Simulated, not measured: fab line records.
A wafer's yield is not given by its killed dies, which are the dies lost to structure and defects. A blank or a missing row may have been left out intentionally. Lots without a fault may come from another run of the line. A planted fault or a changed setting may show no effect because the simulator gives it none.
Which tool is to blame? + flow n5Finfet + Sampling: 15 lots, 40 wafers, 2 of 1938 route steps

== WHAT THE GAUGES SHOWED, per wafer ==
N5_DUMMY_GATE_THK_MEAS_05. Usual: 72.4 nm for thkNm, sd 1.5.
| lot  | measured    | on           | thkNm (nm)     | flag |
|------|-------------|--------------|----------------|------|
| L570 | day 2 19:04 | filmMetro-01 | 71.8 73.4 70.3 |      |
| L571 | day 2 22:38 | filmMetro-02 | 71.6 72.7 70.9 |      |
| L575 | day 4 00:32 | filmMetro-01 | 72.3 72.9      |      |
| L576 | day 4 04:52 | filmMetro-02 | 72.3 70.1 73.7 |      |
| L577 | day 4 10:38 | filmMetro-01 | 70.6 72.1 73.7 |      |
| L578 | day 4 19:46 | filmMetro-02 | 73.3 73.4 71.5 |      |
| L580 | day 5 09:40 | filmMetro-01 | 73.8 69.4 72.9 |      |
| L584 | day 6 09:52 | filmMetro-02 | 73.1 73.6 70.5 |      |
| L585 | day 6 14:44 | filmMetro-01 | 71.3 73.2      |      |
| L588 | day 7 06:43 | filmMetro-02 | 70.3 69.2 73.7 |      |
| L589 | day 7 10:40 | filmMetro-01 | 71.8 70.4      |      |
| L590 | day 7 18:35 | filmMetro-01 | 73.2 73.5      |      |
| L591 | day 8 02:31 | filmMetro-02 | 71.3 71.5 70.9 |      |
| L592 | day 8 06:10 | filmMetro-01 | 72.2 72.6 72.9 |      |
| L593 | day 8 12:44 | filmMetro-01 | 70.0 73.5      |      |

== WHAT TOOL EACH LOT RAN ON (gives the tool, then ch and the chambers of the sampled wafers, and finally the start) ==
| lot  | N5_STI_FIN_REVEAL_ALD_14        |
|------|---------------------------------|
| L570 | aldSin-02 ch 1,3, day 2 04:09   |
| L571 | aldSin-04 ch 0,2,3, day 2 09:50 |
| L575 | aldSin-04 ch 1, day 3 11:19     |
| L576 | aldSin-02 ch 1,2,3, day 3 15:43 |
| L577 | aldSin-01 ch 0,1,2, day 3 21:44 |
| L578 | aldSin-02 ch 0,1,3, day 4 04:47 |
| L580 | aldSin-04 ch 0,1,2, day 4 17:28 |
| L584 | aldSin-04 ch 0,3, day 5 19:46   |
| L585 | aldSin-02 ch 1,3, day 5 22:55   |
| L588 | aldSin-02 ch 0,2,3, day 6 17:55 |
| L589 | aldSin-04 ch 1,3, day 6 21:48   |
| L590 | aldSin-02 ch 1,3, day 7 03:55   |
| L591 | aldSin-04 ch 2,3, day 7 12:53   |
| L592 | aldSin-04 ch 0,3, day 7 17:22   |
| L593 | aldSin-04 ch 3, day 7 22:52     |
- N5_STI_FIN_REVEAL_ALD_14: deposits Si3N4, target thk 3 nm.

== AS READ BY THE TOOLS THEMSELVES (means over the sampled wafers that have a number; for cases with no such wafer, the mark the record gives instead) ==
N5_STI_FIN_REVEAL_ALD_14. Usual: 831 W for heaterPowerW, sd 73.
| lot  | tool      | heaterPowerW (W) | flag |
|------|-----------|------------------|------|
| L570 | aldSin-02 | 849              |      |
| L571 | aldSin-04 | 832              |      |
| L575 | aldSin-04 | 770              |      |
| L576 | aldSin-02 | 843              |      |
| L577 | aldSin-01 | 841              |      |
| L578 | aldSin-02 | 838              |      |
| L580 | aldSin-04 | 827              |      |
| L584 | aldSin-04 | 781              |      |
| L585 | aldSin-02 | 857              |      |
| L588 | aldSin-02 | 851              |      |
| L589 | aldSin-04 | 792              |      |
| L590 | aldSin-02 | 856              |      |
| L591 | aldSin-04 | 909              |      |
| L592 | aldSin-04 | 782              |      |
| L593 | aldSin-04 | 786              |      |

== THE ANSWER, worked out from the rows above alone ==
Rule: lot off if the mean of its wafers having a number is beyond 3 standard deviations from the usual mean. Also off: a lot with no number at a reading for which 4 or more lots have one. Where the step has rows for the other lots, those lots are counted as sound. First the gauges in route order, then the tools' own readings, where a lot's mean is used as printed above. The first step at which some lot is off is used, and at that step the reading that is off furthest; a lot without a number counts as furthest.
None of the lots is off at any reading shown; this tells nothing.

== WHAT WAS PUT IN BY THE SIMULATOR ==
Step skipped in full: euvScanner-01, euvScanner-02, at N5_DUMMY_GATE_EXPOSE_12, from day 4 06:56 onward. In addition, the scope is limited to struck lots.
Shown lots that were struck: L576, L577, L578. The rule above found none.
